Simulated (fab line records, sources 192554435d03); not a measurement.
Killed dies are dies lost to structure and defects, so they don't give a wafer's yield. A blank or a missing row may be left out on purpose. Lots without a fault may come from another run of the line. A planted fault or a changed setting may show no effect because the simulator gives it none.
Split-lot experiment | flow n5_finfet | 7 lots, 21 wafers read, on a route of 1938 steps

THE SPLIT
At N5_BEOL_M0_ETCH_109 (etches SiCN in CH3F/O2, target depth 8 nm, overetch 2.4 nm, time 27.4 s), the setting bias_w was moved away from the recipe's 75 W on 7 of the 21 wafers read, by -15.2% to -6.4%. The other wafers ran this setting at the recipe's value.

The reading is taken at the split's own step.

THE READING
rf_vpp_V, in V, at N5_BEOL_M0_ETCH_109 (etches SiCN in CH3F/O2, target depth 8 nm, overetch 2.4 nm, time 27.4 s). Fault-free wafers of this fab line usually give 297.7 V, standard deviation 1.4 V.

wafer  | tool, chamber at the split | bias_w as run, W | against the recipe | rf_vpp_V, V | against lot-mates on the recipe
L075.1 | rie_diel-04, 3             | 63.58            | -15.2%             | 267.5       | -30.7
L075.5 | rie_diel-04, 0             | 75               | recipe             | 298.2       | -
L075.6 | rie_diel-04, 1             | 63.58            | -15.2%             | 268.3       | -29.9
L081.1 | rie_diel-06, 2             | 75               | recipe             | 298.7       | -
L081.5 | rie_diel-06, 3             | 75               | recipe             | 297.9       | -
L081.6 | rie_diel-06, 2             | 75               | recipe             | 297.8       | -
L080.1 | rie_diel-01, 2             | 75               | recipe             | 293.1       | -
L080.3 | rie_diel-01, 3             | 75               | recipe             | 298.5       | -
L080.4 | rie_diel-01, 1             | 75               | recipe             | 298.5       | -
L083.2 | rie_diel-01, 0             | 75               | recipe             | 299.1       | -
L083.3 | rie_diel-01, 1             | 75               | recipe             | 299.1       | -
L083.5 | rie_diel-01, 0             | 70.22            | -6.4%              | 287.6       | -11.5
L085.1 | rie_diel-06, 1             | 66.92            | -10.8%             | 276.3       | no lot-mate on the recipe
L085.3 | rie_diel-06, 0             | 66.92            | -10.8%             | 275.2       | no lot-mate on the recipe
L085.6 | rie_diel-06, 2             | 66.92            | -10.8%             | 277.9       | no lot-mate on the recipe
L088.1 | rie_diel-06, 0             | 75               | recipe             | 295.9       | -
L088.2 | rie_diel-06, 3             | 75               | recipe             | 297.1       | -
L088.3 | rie_diel-06, 2             | 75               | recipe             | 298.5       | -
L097.1 | rie_diel-04, 2             | 66.93            | -10.8%             | 278.0       | -19.7
L097.5 | rie_diel-04, 3             | 75               | recipe             | 296.5       | -
L097.6 | rie_diel-04, 2             | 75               | recipe             | 298.9       | -

THE FIT
A straight line over all 21 wafers: rf_vpp_V changes by +1.94 V for each +1% of bias_w; r = +0.99; the points scatter about the line by 1.5 V.
The same after taking each lot's own level away (the mean of its wafers on the recipe; 18 wafers): +1.95 V for each +1%; r = +0.99; scatter 1.4 V.
On that fit, the largest move of bias_w shifts the reading by 30 V.
The lots' own levels span 296.70 to 299.10 V, that is 1.7 times the standard deviation above.
So the lot-to-lot level changes the slope little: the two slopes agree.
Check: with one of the wafers moved furthest among these (-15.2%) left out of the fit, the line predicts -29.1 V for it against its lot-mates. It came out at -30.7 V against them.
Tool readings at the split's step, against how far the setting was moved: rf_vpp_V r = +0.99.

OTHER SPLITS ON THESE WAFERS
These wafers also went through other splits before the reading. Each is held against what the fit with the lots' levels taken away leaves over:
other split on the same wafers          | wafers away from the commonest value | r with rf_vpp_V (lot level and that fit taken away)
N5_HKMG_FIN_COAT_06 spin_rpm            | 6                                    | -0.09
N5_HKMG_FIN_EXPOSE_09 dose_mj           | 7                                    | -0.67
N5_GATE_CUT_DESCUM_18 time_s            | 5                                    | +0.12
N5_GATE_CUT_ETCH_36 cf4_flow_sccm       | 9                                    | +0.36
N5_MOL_CONTACT_COAG_ALD_27 time_s       | 8                                    | -0.12
N5_MOL_CONTACT_COAG_PECVD_31 temp_c     | 6                                    | +0.12
N5_MOL_CONTACT_COAG_ALD_131 ald_cycles  | 8                                    | +0.10
N5_MOL_CONTACT_COAG_ETCHBACK_135 time_s | 10                                   | +0.29
N5_BEOL_M0_SAQP_PECVD_04 time_s         | 5                                    | -0.01
N5_BEOL_M0_SAQP_COAT_82 time_s          | 10                                   | -0.24

THE FILE'S OWN FIT
rf_vpp_V changes by +1.92 V for each +1% of bias_w, r = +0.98.
